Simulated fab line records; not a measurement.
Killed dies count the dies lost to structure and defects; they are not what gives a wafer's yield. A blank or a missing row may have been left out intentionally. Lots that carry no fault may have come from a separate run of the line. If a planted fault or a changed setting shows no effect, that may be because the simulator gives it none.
Matching of chambers    flow n5_finfet    ald_metal-02 running N5_BEOL_M8_ALD_77: 4 sister chambers
The step deposits TaN, target thk 2 nm, pulse time 2 s, purge time 3 s. 8 wafers are shown with their chamber, then 8 later ones without.

## WAFERS PAIRED WITH THEIR CHAMBERS
wafer   chamber  heater_power_outer_w (W)  heater_power_w (W)
L076.5  2        200                       373
L079.3  3        227                       423
L079.5  3        232                       422
L079.6  1        220                       401
L080.1  0        194                       379
L080.4  0        199                       379
L080.5  1        221                       396
L084.3  2        209                       371

## WAFERS WITH NO CHAMBER GIVEN
wafer   heater_power_outer_w (W)  heater_power_w (W)
L084.4  218                       393
L084.5  221                       410
L088.1  212                       379
L088.2  195                       394
L088.4  225                       417
L092.2  212                       381
L092.4  229                       412
L092.6  209                       359

## CHAMBER TAKEN BY EACH
wafer   from the rows above      in truth
L084.4  1                        1
L084.5  can't be placed: 1 or 3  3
L088.1  can't be placed: 0 or 2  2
L088.2  can't be placed: 1 or 0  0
L088.4  3                        3
L092.2  can't be placed: 0 or 2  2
L092.4  can't be placed: 3 or 1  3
L092.6  2                        2
Correct placement for 3 of the 8. From these rows, 5 cannot be placed; in 5 the true chamber is one of the candidates. Placed wrongly: 0.
How it was worked out, from the rows above alone: a wafer's distance from a chamber is the root of the sum, over the readings, of the square of ((its reading less the chamber's mean) divided by the reading's scatter). The wafer belongs to the nearest chamber; if the next one is less than 2 further off, it can't be placed. A chamber's mean is the mean of its shown wafers. The scatter is the square root of a quotient: the sum, over the shown wafers, of each reading's squared deviation from its chamber's mean, divided by wafers minus chambers.
